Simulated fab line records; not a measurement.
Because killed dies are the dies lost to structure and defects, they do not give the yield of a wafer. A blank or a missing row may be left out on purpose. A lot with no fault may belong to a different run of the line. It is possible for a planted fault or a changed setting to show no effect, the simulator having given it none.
Which tool did it? | flow n5-finfet | 24 lots with 72 wafers sampled at 2 steps, on a route of 1938 steps

WHAT THE GAUGES READ, wafer by wafer
N5_BEOL_M11_CD_MEAS_18: pitch 140 nm, target cd 70 nm.
lot  | measured     | on        | cd-nm (nm)
L075 | day 10 13:05 | cd-sem-01 | 69.3 69.6 69.4
L077 | day 10 13:20 | cd-sem-03 | 70.5 69.4 69.9
L074 | day 10 18:02 | cd-sem-03 | 70.1 70.2 70.2
L076 | day 10 23:13 | cd-sem-01 | 70.2 69.8 70.5
L078 | day 11 05:56 | cd-sem-01 | 70.8 70.6 70.3
L081 | day 11 14:36 | cd-sem-03 | 70.2 70.5 70.0
L080 | day 11 18:05 | cd-sem-01 | 70.2 70.6 70.4
L079 | day 11 18:21 | cd-sem-03 | 70.6 69.8 70.3
L082 | day 12 00:52 | cd-sem-01 | 70.1 70.3 70.8
L083 | day 12 15:25 | cd-sem-02 | 70.5 70.3 70.8
L084 | day 13 05:18 | cd-sem-03 | 71.5 70.4 71.4
L085 | day 13 05:41 | cd-sem-03 | 69.9 69.6 69.8
L086 | day 13 08:04 | cd-sem-02 | 69.6 69.5 70.0
L088 | day 13 11:08 | cd-sem-01 | 70.1 70.3 69.3
L087 | day 13 11:58 | cd-sem-03 | 71.9 70.7 70.4
L089 | day 13 21:18 | cd-sem-01 | 70.3 69.9 70.4
L090 | day 14 08:04 | cd-sem-01 | 70.7 70.2 70.7
L091 | day 14 08:22 | cd-sem-02 | 70.4 70.3 70.4
L092 | day 14 19:07 | cd-sem-01 | 69.1 69.8 69.6
L093 | day 15 03:06 | cd-sem-01 | 70.6 69.8 70.0
L094 | day 15 11:31 | cd-sem-03 | 71.2 70.5 71.0
L095 | day 16 02:41 | cd-sem-01 | 69.3 69.5 70.0
L096 | day 16 03:08 | cd-sem-03 | 69.6 69.4 69.4
L097 | day 16 06:11 | cd-sem-03 | 70.0 70.1 69.3

N5_BEOL_M11_CD_MEAS_28 targets a cd of 70 nm.
lot  | measured     | on        | cd-nm (nm)
L075 | day 10 16:08 | cd-sem-01 | 69.9 70.4 69.2
L077 | day 10 16:19 | cd-sem-01 | 68.5 69.3 69.7
L074 | day 10 18:19 | cd-sem-01 | 69.3 69.2 69.2
L076 | day 11 01:31 | cd-sem-02 | 69.9 69.3 68.6
L078 | day 11 09:19 | cd-sem-01 | 69.4 69.7 68.2
L081 | day 11 15:52 | cd-sem-01 | 69.6 70.5 69.8
L080 | day 11 19:54 | cd-sem-02 | 68.2 69.5 69.4
L079 | day 11 20:04 | cd-sem-01 | 68.8 69.2 69.3
L082 | day 12 01:54 | cd-sem-01 | 69.4 68.9 68.2
L083 | day 12 15:49 | cd-sem-02 | 69.7 69.0 69.6
L084 | day 13 06:35 | cd-sem-01 | 69.0 69.4 68.9
L085 | day 13 06:25 | cd-sem-03 | 69.6 69.1 69.2
L086 | day 13 08:38 | cd-sem-02 | 71.0 71.1 70.4
L088 | day 13 12:13 | cd-sem-02 | 70.1 69.1 69.3
L087 | day 13 12:23 | cd-sem-02 | 70.3 70.0 69.8
L089 | day 13 22:45 | cd-sem-03 | 71.1 70.8 71.4
L090 | day 14 10:29 | cd-sem-03 | 69.7 69.3 69.6
L091 | day 14 10:18 | cd-sem-01 | 69.2 69.8 69.9
L092 | day 14 20:21 | cd-sem-03 | 69.8 69.3 70.1
L093 | day 15 03:40 | cd-sem-03 | 70.9 71.9 70.6
L094 | day 15 11:58 | cd-sem-02 | 70.3 70.2 70.0
L095 | day 16 03:06 | cd-sem-01 | 70.4 68.9 69.1
L096 | day 16 03:34 | cd-sem-03 | 69.4 69.7 68.5
L097 | day 16 06:44 | cd-sem-02 | 70.3 69.8 70.2

EACH LOT AND THE TOOL THAT RAN IT (in order: tool; ch and the chambers of the sampled wafers; start)
Record: no process step prior to these readings.

AS READ BY THE TOOLS THEMSELVES (means over the sampled wafers that have a number; for cases with no such wafer, the mark the record gives instead)
The record holds no such reading with a usual standard deviation.

THE ANSWER, worked out from the rows above alone
Rule: what is usual is taken from the lots themselves. The widest of any qualifying gaps counts: lots, ordered by their means at a reading, are off when they make up no more than a third of the lots, leave a main group of 4 or more, and stand apart from it by 3 or more times the standard deviation of that group's means. Not used: any main group whose means are identical at the precision the tables above print for the reading. A lot without any number at a reading at which 4 lots or more have one is off too. The other lots that the step has rows for count as sound. First the gauges in route order, then the tools' own readings, where a lot's mean is used as printed above. At the first step where some lot is off, the reading lying furthest off is the one used; lots without a number count as furthest.
Nothing can be told from this: no lot is off at any reading shown.

WHAT THE SIMULATOR HAD INSERTED
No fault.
